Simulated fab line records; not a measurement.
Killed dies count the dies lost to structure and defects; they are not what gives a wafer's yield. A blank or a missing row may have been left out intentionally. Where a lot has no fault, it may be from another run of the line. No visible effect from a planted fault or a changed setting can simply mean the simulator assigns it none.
The tool behind it: which one? | flow n5_finfet | Sampling: 11 lots, 33 wafers, 4 of 1938 route steps

== WHAT EACH GAUGE READ, for each wafer ==
N5_STI_FIN_REVEAL_FIN_H_MEAS_10.
lot  | measured    | on     | trench_depth_nm (nm)
L896 | day 2 23:45 | ocd-02 | 51.3 51.8 52.6
L897 | day 3 03:10 | ocd-01 | 50.7 51.2 51.3
L898 | day 3 07:23 | ocd-02 | 50.7 51.0 51.6
L900 | day 3 20:20 | ocd-01 | 51.2 52.1 51.0
L902 | day 4 08:40 | ocd-01 | 51.8 50.9 51.0
L907 | day 5 14:41 | ocd-02 | 50.9 49.5 52.6
L908 | day 5 19:20 | ocd-01 | 52.4 50.9 52.3
L913 | day 7 00:37 | ocd-02 | 51.6 48.1 52.1
L916 | day 7 19:29 | ocd-01 | 51.7 51.2 50.9
L917 | day 8 01:45 | ocd-01 | 52.5 51.1 51.6
L918 | day 8 06:45 | ocd-02 | 52.1 52.2 52.4

== WHAT TOOL EACH LOT RAN ON (gives the tool, then ch and the chambers of the sampled wafers, and finally the start) ==
lot  | N5_FIN_CUT_PRECLEAN_35            | N5_FIN_CUT_CUT_ETCH_28          | N5_STI_FIN_REVEAL_RECESS_09
L896 | vapor_etch-02 ch 0,1, day 2 11:53 | rie_si-01 ch 1,2,3, day 2 12:02 | vapor_etch-02 ch 1, day 2 19:06
L897 | vapor_etch-02 ch 1, day 2 16:52   | rie_si-04 ch 0,1,2, day 2 17:03 | vapor_etch-01 ch 0,1, day 3 00:59
L898 | vapor_etch-01 ch 0,1, day 2 21:49 | rie_si-04 ch 1,3, day 2 21:58   | vapor_etch-02 ch 0,1, day 3 04:09
L900 | vapor_etch-02 ch 0,1, day 3 10:41 | rie_si-04 ch 0,1,3, day 3 10:50 | vapor_etch-01 ch 0,1, day 3 17:38
L902 | vapor_etch-01 ch 0,1, day 3 23:16 | rie_si-03 ch 0,3, day 3 23:23   | vapor_etch-01 ch 0,1, day 4 06:29
L907 | vapor_etch-02 ch 0,1, day 5 05:37 | rie_si-01 ch 0,1,2, day 5 05:47 | vapor_etch-01 ch 0,1, day 5 11:58
L908 | vapor_etch-01 ch 0,1, day 5 10:17 | rie_si-01 ch 0,2,3, day 5 10:26 | vapor_etch-02 ch 0,1, day 5 16:37
L913 | vapor_etch-02 ch 0,1, day 6 15:37 | rie_si-04 ch 0,1,3, day 6 15:44 | vapor_etch-02 ch 0,1, day 6 21:55
L916 | vapor_etch-02 ch 0,1, day 7 10:26 | rie_si-04 ch 0,1,3, day 7 10:34 | vapor_etch-01 ch 0,1, day 7 17:17
L917 | vapor_etch-02 ch 0, day 7 16:15   | rie_si-04 ch 0,1,2, day 7 16:23 | vapor_etch-01 ch 0,1, day 7 22:52
L918 | vapor_etch-01 ch 0,1, day 7 21:37 | rie_si-04 ch 0,2,3, day 7 21:45 | vapor_etch-01 ch 0,1, day 8 04:02
- N5_FIN_CUT_PRECLEAN_35: cleans in vHF, time 13.3 s.
- N5_FIN_CUT_CUT_ETCH_28: etches Si in HBr/Cl2/O2, target depth 6 nm, time 2.4 s.
- N5_STI_FIN_REVEAL_RECESS_09: chemistry HF/NH3, target SiO2, afs cycles 11, target depth 42.5 nm, sublimation time 60 s.

== WHAT THE TOOLS THEMSELVES READ (means of the sampled wafers that have a number; where no wafer has one, the mark that the record gives instead) ==
N5_FIN_CUT_PRECLEAN_35.
lot  | tool          | drypump_motor_current_A (A)
L896 | vapor_etch-02 | 5.7
L897 | vapor_etch-02 | 6.0
L898 | vapor_etch-01 | 6.0
L900 | vapor_etch-02 | 5.7
L902 | vapor_etch-01 | 5.4
L907 | vapor_etch-02 | 5.7
L908 | vapor_etch-01 | 5.4
L913 | vapor_etch-02 | 5.7
L916 | vapor_etch-02 | 5.7
L917 | vapor_etch-02 | 5.1
L918 | vapor_etch-01 | 5.5

N5_FIN_CUT_CUT_ETCH_28.
lot  | tool      | O2_flow_sccm (sccm) | drypump_motor_current_A (A) | oes_product_au (a.u.) | throttle_valve_pct (%)
L896 | rie_si-01 | 12.01               | 5.2                         | 1.002                 | 37.5
L897 | rie_si-04 | 11.96               | 5.4                         | 1.002                 | 37.1
L898 | rie_si-04 | 12.02               | 5.1                         | 0.997                 | 37.0
L900 | rie_si-04 | 12.01               | 5.3                         | 1.005                 | 37.1
L902 | rie_si-03 | 12.01               | 5.9                         | 1.000                 | 37.6
L907 | rie_si-01 | 11.98               | 5.5                         | 1.010                 | 37.4
L908 | rie_si-01 | 11.97               | 5.1                         | 1.017                 | 37.5
L913 | rie_si-04 | 11.99               | 5.3                         | 1.003                 | 37.1
L916 | rie_si-04 | 12.02               | 5.3                         | 1.003                 | 37.1
L917 | rie_si-04 | 12.03               | 5.3                         | 1.004                 | 37.1
L918 | rie_si-04 | 12.03               | 5.6                         | 1.003                 | 37.1

N5_STI_FIN_REVEAL_RECESS_09.
lot  | tool          | drypump_motor_current_A (A)
L896 | vapor_etch-02 | 6.0
L897 | vapor_etch-01 | 5.4
L898 | vapor_etch-02 | 5.4
L900 | vapor_etch-01 | 6.0
L902 | vapor_etch-01 | 5.5
L907 | vapor_etch-01 | 6.0
L908 | vapor_etch-02 | 5.4
L913 | vapor_etch-02 | 5.7
L916 | vapor_etch-01 | 6.0
L917 | vapor_etch-01 | 6.0
L918 | vapor_etch-01 | 5.4

== THE ANSWER, worked out from the rows above alone ==
Rule: the usual values come from the lots themselves. The widest of any qualifying gaps counts: lots, ordered by their means at a reading, are off when they make up no more than a third of the lots, leave a main group of 4 or more, and stand apart from it by 3 or more times the standard deviation of that group's means. A main group is skipped when, at the precision printed for the reading in the tables above, its means are all equal. A lot without any number at a reading at which 4 lots or more have one is off too. The other lots that the step has rows for count as sound. First the gauges in route order, then the tools' own readings, where a lot's mean is used as printed above. At the first step where some lot is off, the reading lying furthest off is the one used; lots without a number count as furthest.
No lot is off at any reading shown: from this, nothing can be told.

== WHAT WAS PUT IN BY THE SIMULATOR ==
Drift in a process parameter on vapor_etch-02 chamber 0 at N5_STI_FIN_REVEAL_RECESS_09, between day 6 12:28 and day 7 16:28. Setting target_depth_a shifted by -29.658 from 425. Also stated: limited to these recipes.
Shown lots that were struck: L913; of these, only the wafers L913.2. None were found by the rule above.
